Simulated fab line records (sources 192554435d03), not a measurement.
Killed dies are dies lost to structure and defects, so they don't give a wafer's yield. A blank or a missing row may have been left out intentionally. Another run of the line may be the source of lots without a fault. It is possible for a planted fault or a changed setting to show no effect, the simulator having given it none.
Chamber matching | flow n5Finfet | 4 sister chambers for N5_GATE_CUT_CMP_61 on cmp-03
The step polishes, stops on SiNx, t overpolish 3 s. 4 wafers are shown with their chamber, then 8 later ones without.

## WAFERS WITH THEIR CHAMBER
wafer  | chamber | motorCurrentA (A)
L085.6 | 3       | 12.8
L086.5 | 2       | 11.5
L086.6 | 1       | 12.0
L092.1 | 0       | 11.6

## WAFERS WITHOUT THEIR CHAMBER
wafer  | motorCurrentA (A)
L092.2 | 12.6
L092.5 | 12.3
L093.1 | 12.6
L093.4 | 10.7
L093.5 | 12.7
L094.1 | 11.8
L094.5 | 11.8
L094.6 | 11.5

## WHICH CHAMBER EACH WENT THROUGH
wafer  | from the rows above               | in truth
L092.2 | can't be placed: 3 or 1           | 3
L092.5 | can't be placed: 1 or 3 or 0 or 2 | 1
L093.1 | can't be placed: 3 or 1           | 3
L093.4 | can't be placed: 2 or 0 or 1      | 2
L093.5 | can't be placed: 3 or 1           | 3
L094.1 | can't be placed: 1 or 0 or 2      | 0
L094.5 | can't be placed: 1 or 0 or 2      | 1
L094.6 | can't be placed: 2 or 0 or 1      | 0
Correctly placed: 0 of 8. These rows do not allow placing 8 (true chamber among the candidates in 8). Number placed wrongly: 0.
How it was worked out, from the rows above alone: a wafer's distance from a chamber is the root of the sum, over the readings, of the square of ((its reading less the chamber's mean) divided by the reading's scatter). The wafer belongs to the nearest chamber; if the next one is less than 2 further off, it can't be placed. A chamber's mean is the mean of its shown wafers. The scatter: with one shown wafer a chamber, the root of the mean of the squares of how far each hidden wafer lies from its nearest shown one.
